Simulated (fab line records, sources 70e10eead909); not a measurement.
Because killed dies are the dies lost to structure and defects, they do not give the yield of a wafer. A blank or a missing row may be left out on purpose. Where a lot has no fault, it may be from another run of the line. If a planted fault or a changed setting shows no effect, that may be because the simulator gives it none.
Struck lot and sound lot, side by side -- flow nand harc -- 15 out of 1302 route steps
Sound: wafers L254.2, L254.3, L254.6. Wafers L267.3, L267.4, L267.6 were the ones struck. The cause is named last.
Order at every step that has rows: each side's tool, ch and its chambers, its first start. Under that, the readings that differ: sound wafers -- struck wafers -- difference of the means -- sigmas: that difference in standard deviations of wafers without a fault.
alike: readings whose means differ by less than 2 such deviations, and words and numbers that are the same on both sides. not compared: withheld readings, readings that some wafer has no value for, bounds like >300 that may hide the same value, and numbers for which the record gives no deviation and whose values overlap.
A row with sigmas, a row that says differs or no value, or rows on one side alone: a step with any of these is where the two part. Numbers that don't overlap but have no deviation are shown without sigmas and don't part them. Lack of a reading on every wafer of one side parts them only where that side has two or more wafers.

first, 3 steps without rows for these wafers: NHARC_A_CHANNEL_HOLE_D1_STRIP_27 (strips in O2); NHARC_A_CHANNEL_HOLE_D1_PRECLEAN_28 (cleans in SC1); NHARC_A_CHANNEL_HOLE_D1_SRD_29.
NHARC_A_CHANNEL_HOLE_D1_CD_MEAS_30:
  sound: cd sem-01 at day 10 00:32; struck: cd sem-02 at day 15 16:14
  alike: cd nm
NHARC_A_CHANNEL_HOLE_D1_XSEM_31:
  sound on xsem-01 ch 0, day 10 00:37; struck on xsem-01 ch 0, day 15 16:19
reading,sound,struck,difference,sigmas
bow nm (nm),8.69 8.72 8.72,8.08 8.06 8.04,-0.65,-2
  alike: bot cd nm, tilt deg
NHARC_A_CHANNEL_HOLE_D1_INSPECT_40:
  sound: defect inspect-02 at day 10 00:43; struck: defect inspect-01 at day 15 16:25
  alike: raw defect count
then, 2 steps without rows for these wafers: NHARC_A_CHANNEL_FILL_D1_PRECLEAN_00 (cleans in SC1); NHARC_A_CHANNEL_FILL_D1_SRD_01.
NHARC_A_CHANNEL_FILL_D1_ALD_02: deposits SiO2, target thk 6 nm, pulse time 10 s, ald cycles 60.
  sound on ald hk-03 ch 0,2,3, day 10 00:55; struck on ald hk-03 ch 0,2,3, day 15 16:44
  alike: ald cycles, heater power w, precursor pulse height rel
NHARC_A_CHANNEL_FILL_D1_ALD_03: deposits SiNx, target thk 6 nm, pulse time 60 s, ald cycles 58.
  sound: ald sin batch-01 ch 0; struck: ald sin batch-02 ch 0
  alike: ald cycles, precursor pulse height rel
NHARC_A_CHANNEL_FILL_D1_ALD_14: deposits SiO2, target thk 2.5 nm, pulse time 10 s, ald cycles 25.
  sound on ald hk-02 ch 1,3, day 10 07:58; struck on ald hk-01 ch 0,1,2, day 15 23:38
  alike: ald cycles, heater power w, precursor pulse height rel
NHARC_A_CHANNEL_FILL_D1_ALD_15: deposits SiNx, target thk 2 nm, pulse time 60 s, ald cycles 19.
  sound on ald sin batch-03 ch 0, day 10 11:14; struck on ald sin batch-03 ch 0
  alike: ald cycles, precursor pulse height rel
NHARC_A_CHANNEL_FILL_D1_ALD_16: deposits SiO2, target thk 1.5 nm, pulse time 10 s, ald cycles 15.
  sound on ald hk-02 ch 1,2, day 10 13:18; struck on ald hk-03 ch 1,2, day 16 04:46
reading,sound,struck,difference,sigmas
ald cycles,15 15 15,21 21 21,+6,
  alike: heater power w, precursor pulse height rel
then, 1 step without rows for these wafers: NHARC_A_CHANNEL_FILL_D1_ANNEAL_17 (time 1800 s).
-- record jumps: 15 days between struck wafers' starts before vs after; left off in module A_CHANNEL_FILL_D1, resumes in module END, first step shown is number 1302 of the route --
NHARC_END_SORT_01:
  sound on prober-02 ch 0, day 25 08:16; struck on prober-01 ch 0, day 31 11:13
  alike: killed at array, killed at other, killed at periphery, killed dies, killed open, killed short

== WHERE THEY PART ==
Only at NHARC_A_CHANNEL_HOLE_D1_XSEM_31, within this record. Later steps at which nothing parts them and some readings are alike: NHARC_A_CHANNEL_HOLE_D1_INSPECT_40, NHARC_A_CHANNEL_FILL_D1_ALD_02, NHARC_A_CHANNEL_FILL_D1_ALD_03, NHARC_A_CHANNEL_FILL_D1_ALD_14, NHARC_A_CHANNEL_FILL_D1_ALD_15, NHARC_A_CHANNEL_FILL_D1_ALD_16, NHARC_END_SORT_01.

WHY: what had been put in by the simulator
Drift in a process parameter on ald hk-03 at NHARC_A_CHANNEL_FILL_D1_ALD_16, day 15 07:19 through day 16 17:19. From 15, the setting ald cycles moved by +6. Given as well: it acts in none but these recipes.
